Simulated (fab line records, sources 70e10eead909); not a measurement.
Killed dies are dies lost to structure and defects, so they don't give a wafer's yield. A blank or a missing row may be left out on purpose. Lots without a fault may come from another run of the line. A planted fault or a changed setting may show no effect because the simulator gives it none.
A struck lot beside a sound one | flow nand_harc | 15 steps out of a route of 1302
Sound: wafers L186.2, L186.3, L186.6. Struck: wafer L189.2. (L189.4 of the same lot was not struck and is left out.) The cause comes at the end.
At each step with rows: each side's tool, then ch and its chambers, then its first start. Under that, the readings that differ: sound wafers | struck wafers | difference of the means | sigmas: that difference in standard deviations of wafers without a fault.
alike: readings whose means differ by less than 2 such deviations, and words and numbers that are the same on both sides. not compared: withheld readings, readings that some wafer has no value for, bounds like >300 that may hide the same value, and numbers for which the record gives no deviation and whose values overlap.
The two part at a step that has a row with sigmas, a row that says differs or no value, or rows on one side only. Numbers that don't overlap but have no deviation are shown without sigmas and don't part them. A reading that every wafer of one side lacks parts them only if that side has two wafers or more.

NHARC_A_DECK1_JOINT_CMP_02: polishes SiOx.
  sound on cmp-03 ch 0,3, day 14 15:49; struck on cmp-01 ch 3, day 16 03:13
  alike: edge_zone_pressure_frac, motor_current_A
then, 1 step without rows for these wafers: NHARC_A_DECK1_JOINT_SRD_15.
NHARC_A_DECK1_JOINT_DEP_16: deposits SiO2, target thk 45 nm.
  sound on pecvd-03 ch 0,1,2, day 14 16:13; struck on pecvd-03 ch 0, day 16 03:35
  alike: flow_sccm, heater_power_w, throttle_valve_pct
NHARC_A_DECK1_JOINT_THK_MEAS_17: measures by ellipsometry.
  sound on film_metro-02, day 14 16:29; struck on film_metro-02, day 16 03:50
  alike: thk_nm
NHARC_A_DECK1_JOINT_INSPECT_05:
  sound on defect_inspect-02, day 14 16:32; struck on defect_inspect-02, day 16 03:52
  alike: raw_defect_count
then, 1 step without rows for these wafers: NHARC_A_ONON_D2_DEP_00 (target thk 1000 nm).
NHARC_A_ONON_D2_THK_MEAS_02: measures by ellipsometry.
  sound on film_metro-02, day 14 17:07; struck on film_metro-02, day 16 04:27
  alike: thk_nm
then, 1 step without rows for these wafers: NHARC_A_ONON_D2_DEP_03 (target thk 1000 nm).
NHARC_A_ONON_D2_THK_MEAS_05: measures by ellipsometry.
  sound on film_metro-01, day 14 17:40; struck on film_metro-01, day 16 05:01
  reading     | sound       | struck | difference | sigmas
  thk_nm (nm) | 990 988 988 | 1013   | +24        | +2
then, 1 step without rows for these wafers: NHARC_A_ONON_D2_DEP_06 (target thk 1000 nm).
NHARC_A_ONON_D2_THK_MEAS_08: measures by ellipsometry.
  sound on film_metro-01, day 14 18:14; struck on film_metro-01, day 16 05:35
  alike: thk_nm
NHARC_A_ONON_D2_DEP_09: target thk 1000 nm.
  sound on pecvd_onon-02 ch 0, day 14 18:21; struck on pecvd_onon-03 ch 0, day 16 05:42
NHARC_A_ONON_D2_THK_MEAS_11: measures by ellipsometry.
  sound on film_metro-01, day 14 18:48; struck on film_metro-01, day 16 06:09
  reading     | sound       | struck | difference | sigmas
  thk_nm (nm) | 995 996 998 | 543    | -453       | -57
then, 1 step without rows for these wafers: NHARC_A_ONON_D2_DEP_12 (target thk 1000 nm).
-- the record jumps here: 12 days lie between the struck wafers' starts before and after (it left off in module A_ONON_D2 and takes up again in module END, whose first step shown is number 1302 of the route) --
NHARC_END_SORT_01:
  the record has rows for the struck wafers here (prober-01 ch 0, day 28 06:08) and none for the sound ones

WHERE THEY PART
First at NHARC_A_ONON_D2_THK_MEAS_05; last, within this record, at NHARC_END_SORT_01.

WHY: what the simulator had put in
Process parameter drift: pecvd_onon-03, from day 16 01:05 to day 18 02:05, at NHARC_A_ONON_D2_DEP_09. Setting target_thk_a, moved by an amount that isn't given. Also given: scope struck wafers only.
